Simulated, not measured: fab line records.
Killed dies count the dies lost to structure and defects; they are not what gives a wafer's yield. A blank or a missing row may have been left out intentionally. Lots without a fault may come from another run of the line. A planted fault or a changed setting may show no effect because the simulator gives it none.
fab line records | flow n5_finfet
[record] lots = 15 wafers = 45 last_day = 18
route steps=1938 shown BEOL_M5@1128
lots that met no fault: taken from a fault-free run of the same line
start_h: hours from the record's first day to the start of the lot's first wafer shown | wait_h: how many hours have passed since the lot's step before this one | " identical to the entry in the row above | L1.1+2: a row that stands for several wafers | - value missing, or start not given | * or withheld: withheld | < > ~ a bound
route shown NAME@n: NAME is a module with steps in the file, n the number in the route of the first one | usual: mean/standard deviation taken from wafers without a fault | same: alike in all rows | chamber/n: place in a boat | sites: the reading at each site | _std_site: standard deviation of those values | _edge_site: outer sites' mean less inner sites' | radius_mm: how far each site lies from the wafer's centre | mask NAME#n: copy n | behind: the tool/chamber that last shaped the wafer | hold: the reason the lot was held/the length of the hold in hours/how it ended | device: transistor that didn't switch, given as n, p or np | end of line: tests of these same wafers at the route's end | for a step that has no rows: nothing shown but its recipe | killed: dies lost to structure and defects at the first sort, not the wafer's yield | map: per-die view of a wafer (x killed, . not killed, _ where there is no die)
set.NAME: the setting that was run; set.NAME@STEP: the one run at that earlier step | model.NAME: the simulator's own value behind a step, which no gauge read
the route's steps for a sample of lots (tables are steps, rows are wafers)
services: from which hour (start_h, from the record's first day; less than 0 if before it) a tool's chamber was out of use, for how many hours, and why
[[steps]]
[step N5_BEOL_M5_INSPECT_13]
[recipe] mode = adi inspect_instrument = brightfield
[usual] raw_defect_count = 404/90
// columns lot.wafer tool chamber start_h wait_h raw_defect_count
L270.2 defect_inspect-02 - 163.31 0.0 551
L270.4 " - " " 420
L270.6 " - " " 531
L269.3 defect_inspect-02 - 163.77 0.0 473
L269.5 " - " " 485
L269.6 " - " " 414
L271.1 defect_inspect-01 - 183.61 0.1 623
L271.4 " - " " 658
L271.5 " - " " 490
L272.1 defect_inspect-02 - 188.20 0.1 622
L272.4 " - " " 354
L272.6 " - " " 460
L275.1 defect_inspect-01 - 204.99 0.1 390
L275.3 " - " " 482
L275.6 " - " " 450
L277.3 defect_inspect-02 - 220.53 0.0 251
L277.4 " - " " 318
L277.6 " - " " 295
L280.1 defect_inspect-02 - 244.35 0.1 300
L280.2 " - " " 546
L280.5 " - " " 278
L283.2 defect_inspect-02 - 245.65 0.0 319
L283.4 " - " " 276
L283.5 " - " " 259
L284.1 defect_inspect-01 - 271.18 0.1 419
L284.5 " - " " 265
L284.6 " - " " 463
L285.3 defect_inspect-02 - 272.71 0.0 244
L285.4 " - " " 389
L285.6 " - " " 344
L286.1 defect_inspect-02 - 281.36 0.1 376
L286.5 " - " " 283
L286.6 " - " " 392
L289.2 defect_inspect-01 - 299.38 0.0 332
L289.4 " - " " 512
L289.5 " - " " 476
L290.3 defect_inspect-01 - 309.61 0.0 401
L290.5 " - " " 366
L290.6 " - " " 393
L291.1 defect_inspect-02 - 321.98 0.1 404
L291.4 " - " " 347
L291.5 " - " " 348
L292.1 defect_inspect-02 - 329.87 0.1 418
L292.5 " - " " 426
L292.6 " - " " 591
[step N5_BEOL_M5_DESCUM_16]
[recipe] chemistry = O2 time_s = 7 source_power_w = 50 bias_power_w = 20 pressure_mtorr = 20 rf_frequency_hz = 2.712e+07 temp_c = 40 resist = CAR-EUV o2_flow_sccm = 225
[usual] drypump_motor_current_A = 5.7/0.44 oes_product_au = 0.79/0.097 rf_vpp_V = 243.1/1.4 showerhead_plenum_p_Torr = 2.09/0.077 throttle_valve_pct = 20.51/0.29
// columns lot.wafer tool chamber start_h wait_h drypump_motor_current_A oes_product_au rf_hours_counter_h rf_vpp_V showerhead_plenum_p_Torr throttle_valve_pct
L270.2 rie_diel-03 2 163.35 0.0 5.3 0.70 222 244.2 2.15 20.67
L270.4 " 0 " " 5.7 0.73 215 244.3 2.15 20.79
L270.6 " 1 " " 5.7 0.75 - 240.8 2.02 20.81
L269.3 rie_diel-02 2 163.80 0.0 5.6 0.73 214 241.4 2.00 20.51
L269.5 " 1 " " 6.2 0.74 - 243.3 2.06 20.22
L269.6 " 2 " " 5.6 0.72 - 240.9 1.99 20.51
L271.1 rie_diel-02 1 183.90 0.3 6.3 0.74 193 242.9 2.06 20.22
L271.4 " 2 " " 5.6 0.72 221 241.2 1.99 20.52
L271.5 " 0 " " 5.2 0.85 - 241.9 2.07 20.59
L272.1 rie_diel-03 3 188.24 0.0 5.0 0.73 201 243.4 2.07 20.59
L272.4 " 1 " " 5.7 0.75 185 240.5 2.02 20.82
L272.6 " 2 " " 5.3 0.70 - 243.6 2.15 20.67
L275.1 rie_diel-01 3 205.07 0.1 6.6 0.73 177 243.3 2.18 20.71
L275.3 " 2 " " 5.7 0.70 243 243.0 2.08 21.07
L275.6 " 2 " " 5.7 0.70 - 243.6 2.08 21.05
L277.3 rie_diel-02 0 220.57 0.0 5.2 0.85 45 242.6 2.07 20.59
L277.4 " 3 " " 5.5 0.87 54 245.0 2.24 20.43
L277.6 " 0 " " 5.3 0.85 - 240.1 2.07 20.59
L280.1 rie_diel-02 3 244.78 0.4 5.5 0.86 63 245.7 2.24 20.43
L280.2 " 2 " " 5.6 0.70 236 242.1 1.99 20.52
L280.5 " 0 " " 5.3 0.83 - 242.1 2.07 20.60
L283.2 rie_diel-02 3 245.73 0.1 5.5 0.85 63 244.9 2.24 20.42
L283.4 " 2 " " 5.6 0.71 236 242.0 1.99 20.53
L283.5 " 2 " " 5.6 0.71 - 241.3 1.99 20.54
L284.1 rie_diel-03 3 271.21 0.0 5.1 0.72 229 242.8 2.06 20.64
L284.5 " 3 " " 5.1 0.71 - 242.5 2.06 20.64
L284.6 " 1 " " 5.7 0.73 - 241.9 2.01 20.86
L285.3 rie_diel-02 3 272.74 0.0 5.5 0.85 71 243.9 2.24 20.43
L285.4 " 1 " " 6.2 0.72 216 244.0 2.05 20.27
L285.6 " 3 " " 5.5 0.84 - 244.8 2.24 20.44
L286.1 rie_diel-02 1 281.42 0.1 6.2 0.71 218 243.5 2.05 20.27
L286.5 " 1 " " 6.2 0.70 - 243.1 2.05 20.29
L286.6 " 2 " " 5.6 0.70 - 239.7 1.99 20.55
L289.2 rie_diel-01 0 299.45 0.1 5.6 0.84 69 242.5 2.10 20.08
L289.4 " 2 " " 5.7 0.95 9 242.7 2.08 20.65
L289.5 " 0 " " 5.5 0.83 - 244.0 2.10 20.07
L290.3 rie_diel-03 1 309.64 0.0 5.7 0.72 223 243.3 2.00 20.88
L290.5 " 1 " " 5.7 0.72 - 242.4 2.00 20.88
L290.6 " 2 " " 5.3 0.98 - 244.1 2.13 20.26
L291.1 rie_diel-01 0 322.09 0.1 5.6 0.83 76 244.7 2.10 20.08
L291.4 " 3 " " 6.6 0.71 216 244.8 2.17 20.76
L291.5 " 1 " " 6.6 0.95 - 245.5 2.22 19.86
L292.1 rie_diel-03 3 330.03 0.2 5.1 0.70 244 243.5 2.06 20.66
L292.5 " 1 " " 5.7 0.72 - 241.8 2.00 20.89
L292.6 " 2 " " 5.3 0.96 - 244.1 2.13 20.28
[step N5_BEOL_M5_EXPOSE_25]
[recipe] mask_id = V4 na = 0.33 source_shape = quasar sigma_inner = 0.2 sigma_outer = 0.6 polarization = unpolarized defocus_nm = 10 dose_mj = 52.75
[usual] dipole_opening_deg = 60/0 exposure_dose_mJ_cm2 = 53.7/0.86 stage_msd_nm = 0.870/0.0085
// columns lot.wafer tool chamber start_h wait_h mask dipole_opening_deg exposure_dose_mJ_cm2 stage_msd_nm
L270.2 euv_scanner-02 0 164.00 - V4#0 60 52.6 0.853
L270.4 " 0 " " V4#0 60 52.7 0.853
L270.6 " 0 " " V4#0 60 52.6 0.856
L269.3 euv_scanner-01 0 164.57 - V4#0 60 54.5 0.884
L269.5 " 0 " " V4#0 60 54.4 0.887
L269.6 " 0 " " V4#0 60 54.5 0.884
L271.1 euv_scanner-01 0 184.59 - V4#0 60 54.4 0.879
L271.4 " 0 " " V4#0 60 54.4 0.878
L271.5 " 0 " " V4#0 60 54.4 0.877
L272.1 euv_scanner-01 0 189.90 - V4#0 60 54.4 0.877
L272.4 " 0 " " V4#0 60 54.4 0.877
L272.6 " 0 " " V4#0 60 54.4 0.873
L275.1 euv_scanner-01 0 205.92 - V4#0 60 54.5 0.874
L275.3 " 0 " " V4#0 60 54.4 0.872
L275.6 " 0 " " V4#0 60 54.4 0.876
L277.3 euv_scanner-02 0 221.40 - V4#0 60 52.6 0.864
L277.4 " 0 " " V4#0 60 52.6 0.860
L277.6 " 0 " " V4#0 60 52.6 0.861
L280.1 euv_scanner-01 - 245.40 - V4#0 - - -
L280.2 " - " " V4#0 - - -
L280.5 " - " " V4#0 - - -
L283.2 euv_scanner-02 - 246.75 - V4#0 - - -
L283.4 " - " " V4#0 - - -
L283.5 " - " " V4#0 - - -
L285.3 euv_scanner-01 0 277.17 - V4#0 60 54.4 0.875
L285.4 " 0 " " V4#0 60 54.4 0.875
L285.6 " 0 " " V4#0 60 54.4 0.877
L284.1 euv_scanner-02 - 277.32 - V4#0 - - -
L284.5 " - " " V4#0 - - -
L284.6 " - " " V4#0 - - -
L286.1 euv_scanner-02 0 282.61 - V4#0 60 52.6 0.863
L286.5 " 0 " " V4#0 60 52.7 0.861
L286.6 " 0 " " V4#0 60 52.6 0.864
L289.2 euv_scanner-01 0 301.43 - V4#0 60 54.4 0.879
L289.4 " 0 " " V4#0 60 54.4 0.877
L289.5 " 0 " " V4#0 60 54.4 0.878
L290.3 euv_scanner-01 0 311.17 - V4#0 60 54.3 0.878
L290.5 " 0 " " V4#0 60 54.3 0.876
L290.6 " 0 " " V4#0 60 54.4 0.878
L291.1 euv_scanner-02 0 323.70 - V4#0 60 52.7 0.862
L291.4 " 0 " " V4#0 60 52.6 0.861
L291.5 " 0 " " V4#0 60 52.6 0.864
L292.1 euv_scanner-01 0 332.29 - V4#0 60 54.3 0.881
L292.5 " 0 " " V4#0 60 54.4 0.878
L292.6 " 0 " " V4#0 60 54.3 0.880
[step N5_BEOL_M5_ETCH_75]
[recipe] chemistry = N2/H2 target = underlayer target_depth_a = 65 mask_material = CAR-EUV time_s = 5.2 ion_energy_ev = 200 pressure_mtorr = 30 source_w = 840 bias_w = 150 n2_flow_sccm = 200 h2_flow_sccm = 200 ends = cleared
[usual] bias_w = 150.0/0.42 drypump_motor_current_A = 5.7/0.49 etch_rf_on_time_s = 5.16/0.11 h2_flow_sccm = 200.0/0.57 oes_product_au = 0.66/0.074 rf_vpp_V = 523.7/2.9 showerhead_plenum_p_Torr = 2.53/0.087 throttle_valve_pct = 17.9/0.3
// columns lot.wafer tool chamber start_h wait_h bias_w drypump_motor_current_A etch_rf_on_time_s h2_flow_sccm oes_product_au rf_hours_counter_h rf_vpp_V showerhead_plenum_p_Torr throttle_valve_pct
L270.2 rie_diel-02 3 164.29 0.0 149.6 5.6 5.29 200.1 0.75 42 526.7 2.66 17.5
L270.4 " 2 " " 150.1 5.6 5.09 200.3 0.61 214 520.4 2.41 17.8
L270.6 " 1 " " 149.5 6.3 5.11 200.2 0.63 - 523.4 2.53 17.9
L269.3 rie_diel-02 3 164.85 0.0 150.2 5.5 5.26 199.8 0.76 42 528.8 2.66 17.5
L269.5 " 2 " " 149.8 5.6 5.17 200.7 0.62 - 522.2 2.41 17.8
L269.6 " 1 " " 149.7 6.2 5.12 200.3 0.63 - 522.5 2.53 17.9
L271.1 rie_diel-01 0 184.88 0.0 150.1 5.5 5.19 199.6 0.76 28 526.0 2.58 17.5
L271.4 " 1 " " 150.0 6.6 5.26 199.3 0.60 226 519.9 2.40 17.6
L271.5 " 1 " " 151.0 6.6 5.24 198.5 0.59 - 519.0 2.40 17.6
L272.1 rie_diel-01 1 190.19 0.0 150.3 6.6 5.30 199.2 0.59 227 521.2 2.40 17.5
L272.4 " 3 " " 149.2 6.6 5.10 200.2 0.62 171 525.9 2.65 18.2
L272.6 " 1 " " 150.5 6.6 5.22 199.5 0.59 - 518.5 2.40 17.6
L275.1 rie_diel-03 0 206.22 0.0 150.3 5.7 5.13 200.0 0.61 228 526.6 2.62 18.3
L275.3 " 1 " " 150.6 5.7 5.10 199.6 0.64 190 521.5 2.44 18.2
L275.6 " 0 " " 150.0 5.7 5.14 199.7 0.61 - 528.1 2.62 18.3
L277.3 rie_diel-02 2 221.74 0.0 150.3 5.6 5.25 199.9 0.60 227 520.6 2.40 17.9
L277.4 " 1 " " 150.4 6.2 5.13 200.0 0.61 200 525.8 2.53 17.9
L277.6 " 1 " " 150.1 6.3 5.15 201.0 0.63 - 523.0 2.53 17.9
L280.1 rie_diel-03 0 245.70 0.0 150.5 5.6 5.19 199.8 0.60 242 527.6 2.61 18.3
L280.2 " 3 " " 150.1 5.1 5.11 199.4 0.61 220 520.9 2.52 18.2
L280.5 " 1 " " 150.1 5.7 5.04 200.2 0.64 - 521.4 2.43 18.2
L283.2 rie_diel-01 3 247.04 0.0 150.1 6.6 5.05 200.7 0.61 192 526.1 2.64 18.2
L283.4 " 3 " " 149.9 6.6 5.09 200.3 0.61 - 526.8 2.64 18.2
L283.5 " 1 " " 150.3 6.6 5.25 200.2 0.58 - 519.4 2.39 17.6
L285.3 rie_diel-02 0 277.45 0.0 150.3 5.2 5.45 200.7 0.68 60 520.8 2.47 17.8
L285.4 " 1 " " 149.4 6.2 5.16 200.2 0.62 217 521.9 2.52 17.9
L285.6 " 2 " " 149.5 5.6 5.10 200.4 0.60 - 520.5 2.40 17.9
L284.1 rie_diel-02 0 277.83 0.0 149.4 5.3 5.46 199.8 0.67 61 518.7 2.47 17.8
L284.5 " 3 " " 150.5 5.6 5.20 200.5 0.71 - 527.2 2.65 17.5
L284.6 " 2 " " 149.5 5.6 5.14 200.0 0.61 - 521.1 2.40 17.9
L286.1 rie_diel-03 3 283.16 0.0 149.5 5.1 5.00 199.2 0.61 232 521.9 2.52 18.2
L286.5 " 1 " " 149.7 5.7 5.00 199.8 0.64 - 518.9 2.43 18.3
L286.6 " 2 " " 149.7 5.3 5.10 200.4 0.85 - 526.4 2.58 17.5
L289.2 rie_diel-01 3 301.73 0.0 149.4 6.6 5.03 198.8 0.60 209 526.6 2.63 18.3
L289.4 " 0 " " 150.4 5.5 5.17 200.7 0.71 69 524.5 2.56 17.5
L289.5 " 0 " " 149.9 5.5 5.16 199.5 0.71 - 525.0 2.56 17.5
L290.3 rie_diel-01 0 311.72 0.0 149.9 5.5 5.21 200.2 0.70 73 524.6 2.56 17.6
L290.5 " 3 " " 150.4 6.6 5.09 199.7 0.59 - 527.7 2.63 18.3
L290.6 " 2 " " 150.0 5.7 5.06 200.5 0.81 - 524.7 2.47 17.8
L291.1 rie_diel-01 2 324.00 0.0 150.3 5.7 5.13 200.0 0.80 16 522.4 2.47 17.8
L291.4 " 0 " " 149.9 5.5 5.26 200.2 0.69 76 525.0 2.56 17.5
L291.5 " 3 " " 150.1 6.6 5.17 200.8 0.60 - 526.0 2.63 18.3
L292.1 rie_diel-01 3 332.94 0.0 149.8 6.6 5.18 200.7 0.59 219 524.3 2.63 18.3
L292.5 " 2 " " 150.0 5.7 5.11 200.2 0.80 - 522.6 2.47 17.8
L292.6 " 1 " " 150.1 6.6 5.09 199.6 0.81 - 529.7 2.70 17.3
[[services]]
// columns tool chamber start_h hours kind
euv_scanner-01 - 150.64 1.0 pm
euv_scanner-01 - 175.46 4.6 pm
euv_scanner-02 - 183.49 1.0 pm
euv_scanner-02 - 193.67 0.5 repair
euv_scanner-02 - 204.32 4.6 pm
rie_diel-02 - 204.96 14.6 pm
euv_scanner-01 - 208.91 1.0 pm
rie_diel-01 3 218.89 5.0 repair
rie_diel-02 0 225.17 5.2 repair
euv_scanner-01 - 236.38 5.8 pm
rie_diel-01 2 237.75 12.4 repair
euv_scanner-02 - 242.16 1.0 pm
euv_scanner-02 - 251.95 6.2 pm
euv_scanner-01 - 258.46 1.8 repair
euv_scanner-01 - 262.94 1.0 pm
euv_scanner-02 - 295.79 1.0 pm
rie_diel-02 2 301.04 12.7 repair
rie_diel-02 2 313.75 - clean
rie_diel-02 2 313.75 - consumable_replace:focus_ring
rie_diel-02 2 313.75 - consumable_replace:showerhead
rie_diel-02 2 313.75 21.5 scheduled_down
euv_scanner-01 - 315.20 0.2 repair
euv_scanner-01 - 319.11 1.0 pm
rie_diel-01 1 326.94 2.6 repair
[[key]]
[first_sign] step = N5_BEOL_M5_EXPOSE_25 reading = tool_record direction = missing
effect none on later readings
met_at N5_BEOL_M5_EXPOSE_25
struck_lots L280,L283,L284
later_rows_left_out L280.1,L280.2,L280.5,L283.2,L283.4,L283.5,L284.1,L284.5,L284.6
sort_left_out L280.1,L280.2,L280.5,L283.2,L283.4,L283.5,L284.1,L284.5,L284.6
not_acting_at N5_BEOL_M5_INSPECT_13,N5_BEOL_M5_DESCUM_16,N5_BEOL_M5_ETCH_75
onset_between 221.40 245.40
[fault] kind = skipped_step_whole tool = euv_scanner-01,euv_scanner-02 chamber = - onset_h = 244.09 steps = N5_BEOL_M5_EXPOSE_25 scope = struck_lots_only
// sort_left_out: the simulated sort isn't trusted on such a fault, so these wafers' sort isn't shown, and their yield isn't known
// later_rows_left_out: the simulator's readings of these wafers behind a module that went badly wrong aren't trusted and aren't shown, but for the sort
